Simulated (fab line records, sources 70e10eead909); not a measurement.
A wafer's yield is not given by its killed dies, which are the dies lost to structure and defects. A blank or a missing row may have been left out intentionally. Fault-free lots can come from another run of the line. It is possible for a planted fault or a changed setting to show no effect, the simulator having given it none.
Which tool did it? -- flow nand_harc -- 6 lots, 18 wafers sampled, at 5 steps of a route of 1159

WHAT EACH GAUGE READ, for each wafer
NHARC_END_SORT_01.
lot,measured,on,killed_at_array
L429,day 22 06:22,prober-02,35 34 30
L430,day 23 03:20,prober-02,15

TOOL THAT RAN EACH LOT (tool first, then ch and the chambers of the sampled wafers, then the start)
lot,NHARC_P_GATE_HM_DEP_102,NHARC_P_GATE_ETCH_32,NHARC_P_GATE_ALD_36,NHARC_P_GATE_STRIP_101
L416,"acl_dep-03 ch 0, day 5 06:26","rie_si-05 ch 1,2,3, day 5 08:19","ald_sin-02 ch 1,3, day 5 09:07","rie_diel-01 ch 1,2, day 5 18:49"
L420,"acl_dep-02 ch 0, day 6 04:05","rie_si-01 ch 0,2,3, day 6 06:08","ald_sin-04 ch 1,2,3, day 6 06:56","rie_diel-03 ch 0,1,2, day 6 16:32"
L423,"acl_dep-02 ch 0, day 6 21:48","rie_si-05 ch 0,2, day 6 23:52","ald_sin-04 ch 1,2,3, day 7 01:44","rie_diel-13 ch 0,3, day 7 10:35"
L429,"acl_dep-01 ch 0, day 8 01:20","rie_si-01 ch 0,3, day 8 03:17","ald_sin-04 ch 1,2,3, day 8 06:10","rie_diel-13 ch 1,3, day 8 13:38"
L430,"acl_dep-01 ch 0, day 8 14:24","rie_si-02 ch 2,3, day 8 16:37","ald_sin-01 ch 0,1,2, day 8 18:28","rie_diel-03 ch 0,2,3, day 9 03:08"
L437,"acl_dep-02 ch 0, day 10 12:22","rie_si-01 ch 0,1,2, day 10 14:16","ald_sin-02 ch 1,2, day 10 16:08","rie_diel-03 ch 0,3, day 11 02:10"
- NHARC_P_GATE_HM_DEP_102: deposits aC, target thk 120 nm.
- NHARC_P_GATE_ETCH_32: etches the open film in HBr/Cl2, target depth 150 nm, time 100.1 s.
- NHARC_P_GATE_ALD_36: deposits SiNx, target thk 20 nm, pulse time 60 s, ald cycles 223.
- NHARC_P_GATE_STRIP_101: strips in O2, time 20 s.

THE ANSWER, worked out from the rows above alone
Rule: the usual values come from the lots themselves. The widest of any qualifying gaps counts: lots, ordered by their means at a reading, are off when they make up no more than a third of the lots, leave a main group of 4 or more, and stand apart from it by 3 or more times the standard deviation of that group's means. Not used: any main group whose means are identical at the precision the tables above print for the reading. A lot without any number at a reading at which 4 lots or more have one is off too. Any other lot the step has rows for is counted as sound.
None of the lots is off at any reading shown; this tells nothing.

WHAT THE SIMULATOR PUT IN
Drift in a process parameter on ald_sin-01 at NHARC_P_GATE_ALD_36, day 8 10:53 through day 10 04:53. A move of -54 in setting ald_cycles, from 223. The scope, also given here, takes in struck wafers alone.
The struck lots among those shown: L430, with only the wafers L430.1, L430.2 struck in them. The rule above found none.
